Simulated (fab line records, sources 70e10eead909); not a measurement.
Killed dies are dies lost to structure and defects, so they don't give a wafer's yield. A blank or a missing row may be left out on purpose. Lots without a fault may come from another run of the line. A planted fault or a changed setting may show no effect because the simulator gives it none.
fab line records | flow nand_harc | part 2 of 2: steps 23 to 31 of 31
record lots=5 wafers=15 last_day=32
route steps=1302 shown A_CONTACT@1031
lots that met no fault: from a run of the same line without faults
start_h: hours from the record's first day to the start of the lot's first wafer shown | wait_h: hours since the lot's step before | " the same as in the row above | L1.1+2: a row that stands for several wafers | - no value, or no start given | * or withheld: withheld | < > ~ a bound
route shown NAME@n: a module of which the file shows steps, and the number in the route of the first | usual: mean/standard deviation of fault-free wafers | same: alike in all rows | chamber/n: place in a boat | sites: the reading at each site | _std_site: their standard deviation | _edge_site: outer sites' mean less inner sites' | radius_mm: how far each site lies from the wafer's centre | mask NAME#n: copy n | behind: the tool/chamber that last shaped the wafer | hold: why the lot was held/for how many hours/how that ended | device: the transistor (n, p or np) that didn't switch | end of line: the same wafers' tests at the end of the route | a step without rows: its recipe alone | killed: dies lost to structure and defects at the first sort, not the wafer's yield | map: a wafer's dies, x killed, . not, _ none there
set.NAME: the setting as run; set.NAME@STEP: as run at that earlier step | model.NAME: the simulator's own value behind a step, which no gauge read
lots at some steps of the route; a table a step, a row a wafer
services: from which hour (start_h, from the record's first day; less than 0 if before it) a tool's chamber was out of use, for how many hours, and why
## steps
# step NHARC_A_CONTACT_ETCH_130
# recipe source_w=withheld pressure_mtorr=20 bias_v=3000 time_s=197 target_depth_a=19180 ar_flow_sccm=withheld c4f8_flow_sccm=withheld o2_flow_sccm=withheld chemistry=C4F8/O2/Ar
# columns lot.wafer tool chamber start_h wait_h rf_hours_counter_h
L080.1 har_cap_etch-01 1 548.50 0.1 9
L080.2 " 0 " " 9
L080.6 " 1 " " -
L082.1 har_cap_etch-03 0 592.67 0.1 58
L082.3 " 0 " " -
L082.6 " 0 " " -
L085.1 har_cap_etch-01 1 616.85 0.2 18
L085.2 " 0 " " 18
L085.5 " 0 " " -
L093.2 har_cap_etch-02 1 692.15 0.1 126
L093.4 " 1 " " -
L093.6 " 0 " " -
L092.3 har_cap_etch-02 0 696.35 0.1 -
L092.5 " 0 " " -
L092.6 " 1 " " -
# step NHARC_A_CONTACT_ETCH_131
# recipe source_w=withheld pressure_mtorr=20 bias_v=3000 time_s=197 target_depth_a=19180 ar_flow_sccm=withheld c4f8_flow_sccm=withheld o2_flow_sccm=withheld chemistry=C4F8/O2/Ar
# columns lot.wafer tool chamber start_h wait_h rf_hours_counter_h
L080.1 har_cap_etch-01 1 548.67 0.1 9
L080.2 " 0 " " 9
L080.6 " 1 " " -
L082.1 har_cap_etch-03 0 592.84 0.1 58
L082.3 " 0 " " -
L082.6 " 0 " " -
L085.1 har_cap_etch-01 1 617.09 0.2 18
L085.2 " 0 " " 18
L085.5 " 0 " " -
L093.2 har_cap_etch-02 1 692.33 0.1 126
L093.4 " 1 " " -
L093.6 " 0 " " -
L092.3 har_cap_etch-02 0 696.52 0.1 -
L092.5 " 0 " " -
L092.6 " 1 " " -
# step NHARC_A_CONTACT_ETCH_132
# recipe source_w=withheld pressure_mtorr=20 bias_v=3000 time_s=197 target_depth_a=19240 ar_flow_sccm=withheld c4f8_flow_sccm=withheld o2_flow_sccm=withheld chemistry=C4F8/O2/Ar
# columns lot.wafer tool chamber start_h wait_h rf_hours_counter_h
L080.1 har_cap_etch-01 1 548.85 0.1 9
L080.2 " 0 " " 9
L080.6 " 1 " " -
L082.1 har_cap_etch-03 0 593.02 0.1 58
L082.3 " 0 " " -
L082.6 " 0 " " -
L085.1 har_cap_etch-01 1 617.33 0.2 18
L085.2 " 0 " " 18
L085.5 " 0 " " -
L093.2 har_cap_etch-02 1 692.50 0.1 126
L093.4 " 1 " " -
L093.6 " 0 " " -
L092.3 har_cap_etch-02 0 696.70 0.1 -
L092.5 " 0 " " -
L092.6 " 1 " " -
# step NHARC_A_CONTACT_ETCH_133
# recipe source_w=withheld pressure_mtorr=20 bias_v=400 time_s=374 target_depth_a=16100 ar_flow_sccm=withheld c4f8_flow_sccm=11.5 o2_flow_sccm=7.2 chemistry=C4F8/O2/Ar
# columns lot.wafer tool chamber start_h wait_h rf_hours_counter_h
L080.1 har_cap_etch-01 1 549.03 0.1 10
L080.2 " 0 " " 10
L080.6 " 1 " " -
L082.1 har_cap_etch-03 0 593.20 0.1 59
L082.3 " 0 " " -
L082.6 " 0 " " -
L085.1 har_cap_etch-01 1 617.56 0.2 18
L085.2 " 0 " " 18
L085.5 " 0 " " -
L093.2 har_cap_etch-02 1 692.68 0.1 126
L093.4 " 1 " " -
L093.6 " 0 " " -
L092.3 har_cap_etch-02 0 696.96 0.2 -
L092.5 " 0 " " -
L092.6 " 1 " " -
# step NHARC_A_CONTACT_ETCH_91
# recipe target_depth_a=400 over_etch_frac=0.5 time_s=85.7 ion_energy_ev=120 ch3f_flow_sccm=50 o2_flow_sccm=30 ar_flow_sccm=200 rf_w=500 bias_w=100 chemistry=CH3F/O2
# usual drypump_motor_current_A=5.7/0.35 oes_product_au=0.938/0.028 rf_vpp_V=245.7/1.4 showerhead_plenum_p_Torr=2.56/0.087 throttle_valve_pct=20.663/0.0096
# columns lot.wafer tool chamber start_h wait_h drypump_motor_current_A oes_product_au rf_hours_counter_h rf_vpp_V showerhead_plenum_p_Torr throttle_valve_pct
L080.2 rie_diel-11 0 549.83 0.7 5.5 0.917 19 244.1 2.51 20.661
L080.1 " 2 " " 5.7 0.924 18 246.2 2.53 20.660
L080.6 " 3 " " 5.7 0.930 - 247.1 2.65 20.656
L082.3 rie_diel-11 2 593.99 0.6 5.7 0.925 25 244.9 2.53 20.652
L082.1 " 0 " " 5.5 0.922 24 244.0 2.51 20.664
L082.6 " 3 " " 5.8 0.924 - 246.5 2.65 20.652
L085.2 rie_diel-02 0 618.52 0.8 6.7 0.998 8 245.0 2.60 20.669
L085.1 " 2 " " 5.7 0.986 10 245.5 2.48 20.643
L085.5 " 1 " " 6.3 0.997 - 246.3 2.48 20.664
L093.4 rie_diel-11 0 693.50 0.6 5.5 0.930 11 245.0 2.51 20.660
L093.2 " 1 " " 5.8 0.934 13 247.2 2.64 20.666
L093.6 " 2 " " 5.7 0.929 - 245.4 2.52 20.655
L092.3 rie_diel-02 0 697.63 0.6 6.7 1.002 37 245.8 2.58 20.674
L092.5 " 2 " " 5.7 0.992 - 245.5 2.47 20.666
L092.6 " 3 " " 4.9 0.981 - 241.4 2.32 20.660
# step NHARC_A_CONTACT_ETCH_97
# recipe target_depth_a=200 over_etch_frac=0.5 time_s=10 ion_energy_ev=250 c4f6_flow_sccm=25 o2_flow_sccm=20 ar_flow_sccm=500 rf_w=600 bias_w=500 chemistry=C4F6/O2
# usual drypump_motor_current_A=5.7/0.38 oes_product_au=0.954/0.023 rf_vpp_V=549.9/2.8 showerhead_plenum_p_Torr=4.08/0.13 throttle_valve_pct=26.903/0.0084
# columns lot.wafer tool chamber start_h wait_h drypump_motor_current_A oes_product_au rf_hours_counter_h rf_vpp_V showerhead_plenum_p_Torr throttle_valve_pct
L080.2 rie_diel-11 1 - - 5.8 0.935 19 553.0 4.21 26.902
L080.1 " 2 " " 5.7 0.932 18 548.9 4.03 26.905
L080.6 " 1 " " 5.8 0.940 - 554.0 4.22 26.908
L082.1 rie_diel-11 2 - - 5.7 0.943 25 549.7 4.03 26.899
L082.3 " 3 " " 5.7 0.952 26 552.0 4.21 26.899
L082.6 " 3 " " 5.8 0.962 - 553.1 4.21 26.904
L085.1 rie_diel-02 1 - - 6.3 0.987 9 548.8 3.96 26.912
L085.2 " 2 " " 5.7 0.993 10 546.6 3.96 26.904
L085.5 " 1 " " 6.3 0.990 - 547.3 3.96 26.912
L093.4 rie_diel-11 0 - - 5.5 0.951 11 550.3 4.00 26.903
L093.2 " 2 " " 5.7 0.936 11 549.5 4.02 26.907
L093.6 " 3 " " 5.8 0.961 - 552.8 4.20 26.903
L092.3 rie_diel-02 1 - - 6.3 0.999 38 546.3 3.94 26.903
L092.5 " 3 " " 4.9 0.990 - 542.9 3.71 26.910
L092.6 " 0 " " 6.7 1.002 - 548.8 4.11 26.906
# step NHARC_A_CONTACT_CD_MEAS_80
# usual cd_nm=289.7/0.85
# columns lot.wafer tool chamber start_h wait_h cd_nm
L080.1 cd_sem-03 - 550.03 - 289.7
L080.2 " - " " 289.8
L080.6 " - " " 289.1
L082.1 cd_sem-02 - 594.21 - 291.0
L082.3 " - " " 290.8
L082.6 " - " " 290.8
L085.1 cd_sem-03 - 618.74 - 289.7
L085.2 " - " " 289.9
L085.5 " - " " 289.6
L093.2 cd_sem-02 - 693.69 - 290.4
L093.4 " - " " 290.2
L093.6 " - " " 289.2
L092.3 cd_sem-02 - 697.83 - 289.8
L092.5 " - " " 290.5
L092.6 " - " " 290.8
# step NHARC_A_CONTACT_STRIP_103
# recipe n2_flow_sccm=150 h2_flow_sccm=150 ar_flow_sccm=0 bias_w=0 chemistry=N2/H2
# columns lot.wafer tool chamber start_h wait_h
L080.2+1+6 rie_diel-11 1,2,1 550.12 0.1
L082.3+1+6 rie_diel-11 1,2,0 594.30 0.1
L085.1+2+5 rie_diel-11 0,1,2 618.83 0.1
L093.2+4+6 rie_diel-11 2,3,2 693.77 0.1
L092.3+6+5 rie_diel-02 2,1,2 697.91 0.1
# step NHARC_A_CONTACT_STRIP_104
# recipe cf4_flow_sccm=100 chf3_flow_sccm=30 ar_flow_sccm=0 bias_w=0 chemistry=CF4/CHF3
# columns lot.wafer tool chamber start_h wait_h
L080.1+2+6 rie_diel-11 0,1,3 550.20 0.1
L082.3+1+6 rie_diel-11 2,1,2 594.38 0.1
L085.2+1+5 rie_diel-11 2,0,2 618.91 0.1
L093.2+4+6 rie_diel-11 2,1,3 693.86 0.1
L092.3+5+6 rie_diel-02 0,1,2 698.00 0.1
## services
# columns tool chamber start_h hours kind
litho_track-06 - 529.00 7.0 pm
rie_diel-09 1 539.60 45.0 repair
arfi_scanner-03 - 540.00 4.0 pm
arfi_scanner-03 - 550.44 2.9 repair
litho_track-04 - 553.00 7.0 pm
arfi_scanner-02 - 554.19 1.2 repair
har_cap_etch-01 - 558.80 24.6 repair
arfi_scanner-01 - 559.82 0.5 repair
rie_diel-11 0 568.61 6.3 repair
rie_diel-02 - 570.88 9.0 pm
arfi_scanner-03 - 575.60 1.4 repair
arfi_scanner-03 - 581.06 0.9 repair
rie_diel-09 0 589.90 6.2 repair
arfi_scanner-01 - 596.00 4.0 pm
arfi_scanner-03 - 602.16 0.9 repair
rie_diel-11 - 609.53 9.0 pm
arfi_scanner-01 - 611.35 2.1 repair
arfi_scanner-02 - 614.21 7.6 repair
arfi_scanner-03 - 614.67 1.0 repair
rie_diel-11 0 659.83 12.7 repair
arfi_scanner-03 - 667.58 1.9 repair
rie_diel-09 - 674.17 9.0 pm
litho_track-01 - 680.00 7.0 pm
arfi_scanner-03 - 692.56 2.0 repair
